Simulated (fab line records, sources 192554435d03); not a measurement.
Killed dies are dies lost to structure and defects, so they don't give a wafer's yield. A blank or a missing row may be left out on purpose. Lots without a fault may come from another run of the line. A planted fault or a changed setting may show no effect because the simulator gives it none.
A struck lot beside a sound one | flow n5_finfet | 15 steps out of a route of 1938
Sound: wafers L319.1, L319.2, L319.4. Struck: wafers L333.2, L333.4, L333.5. The cause comes at the end.
At each step with rows: each side's tool, then ch and its chambers, then its first start. Under that, the readings that differ: sound wafers | struck wafers | difference of the means | sigmas: that difference in standard deviations of wafers without a fault.
alike: readings whose means differ by less than 2 such deviations, and words and numbers that are the same on both sides. not compared: withheld readings, readings that some wafer has no value for, bounds like >300 that may hide the same value, and numbers for which the record gives no deviation and whose values overlap.
The two part at a step that has a row with sigmas, a row that says differs or no value, or rows on one side only. Numbers that don't overlap but have no deviation are shown without sigmas and don't part them. A reading that every wafer of one side lacks parts them only if that side has two wafers or more.

N5_BEOL_M11_ETCH_61: etches SiARC in CF4, target depth 39 nm, time 65 s.
  sound on rie_diel-01 ch 0,1,3, day 15 01:23; struck on rie_diel-01 ch 0,2,3, day 18 06:31
  alike: drypump_motor_current_A, etch_rf_on_time_s, mfc_ar_sccm, oes_product_au, rf_vpp_V, showerhead_plenum_p_Torr, throttle_valve_pct
  not compared: rf_hours_counter_h
N5_BEOL_M11_ETCH_62: etches SOC in N2/H2, target depth 110 nm, overetch 22 nm, time 165 s.
  sound on rie_diel-01 ch 0,1,3, day 15 01:26; struck on rie_diel-01 ch 0,2,3, day 18 06:34
  alike: drypump_motor_current_A, h2_flow_sccm, oes_product_au, rf_vpp_V, showerhead_plenum_p_Torr, throttle_valve_pct
  not compared: rf_hours_counter_h
then, 1 step without rows for these wafers: N5_BEOL_M11_STRIP_68 (strips in N2/H2).
N5_BEOL_M11_STRIP_67: strips in CF4.
  sound on rie_diel-01 ch 0,1,3, day 15 01:35; struck on rie_diel-01 ch 0,2,3, day 18 06:43
  alike: drypump_motor_current_A, oes_product_au, rf_vpp_V, showerhead_plenum_p_Torr, throttle_valve_pct
  not compared: rf_hours_counter_h
N5_BEOL_M11_HM_OPEN_17: chemistry Cl2/BCl3, target TiN, target depth 20 nm, overetch 6 nm.
  sound on rie_metal-02 ch 0,1, day 15 01:38; struck on rie_metal-02 ch 0,1, day 18 06:45
  alike: drypump_motor_current_A, mfc_ar_sccm, oes_product_au, throttle_valve_pct
  not compared: rf_hours_counter_h
N5_BEOL_M11_STRIP_19: strips in O2.
  sound on rie_diel-06 ch 0,1,2, day 15 01:45; struck on rie_diel-03 ch 1,2,3, day 18 06:53
  alike: drypump_motor_current_A, oes_product_au, rf_vpp_V, showerhead_plenum_p_Torr, throttle_valve_pct
  not compared: rf_hours_counter_h
N5_BEOL_M11_CD_MEAS_18: pitch 140 nm, target cd 70 nm.
  sound on cd_sem-03, day 15 01:49; struck on cd_sem-01, day 18 06:58
  alike: cd_nm
then, 5 steps without rows for these wafers: N5_BEOL_M11_COAT_63 (time 60 s, resist thk 100 nm); N5_BEOL_M11_COAT_64 (time 60 s, resist thk 30 nm); N5_BEOL_M11_COAT_22 (resist thk 90 nm); N5_BEOL_M11_EBR_24; N5_BEOL_M11_SOFTBAKE_23 (time 60 s).
N5_BEOL_M11_EXPOSE_25: exposes mask V10.
  sound on arfi_scanner-02 ch 0, day 15 03:40; struck on arfi_scanner-03 ch 0, day 18 09:55
  reading               | sound                | struck               | difference | sigmas
  exposure_dose_mJ_cm2  | 85.34 85.40 85.53    | 83.72 83.64 83.85    | -1.69      | -20
  stage_vel_mm_s (mm/s) | 499.94 499.52 499.80 | 500.56 499.90 500.35 | +0.52      | +2
  alike: mask
then, 1 step without rows for these wafers: N5_BEOL_M11_PEB_26 (peb time 60 s).
N5_PASSIVATION_PROBE_49:
  sound on prober-01, day 17 03:32; struck on prober-02, day 20 08:36
  alike: defect_limited_yield, killed_at_M0_to_M3, killed_at_M4_up, killed_at_contacts, killed_at_front_end, killed_at_other, killed_dies, killed_open, killed_short, sort_bin_5_function, sort_bin_6_memory, sort_n_pass, sort_yield_pct

WHERE THEY PART
Only at N5_BEOL_M11_EXPOSE_25, within this record. Later steps at which nothing parts them and some readings are alike: N5_PASSIVATION_PROBE_49.

WHY: what the simulator had put in
Process parameter drift: arfi_scanner-03, from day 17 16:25 on, at N5_BEOL_M11_EXPOSE_25. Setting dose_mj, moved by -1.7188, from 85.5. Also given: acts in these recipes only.
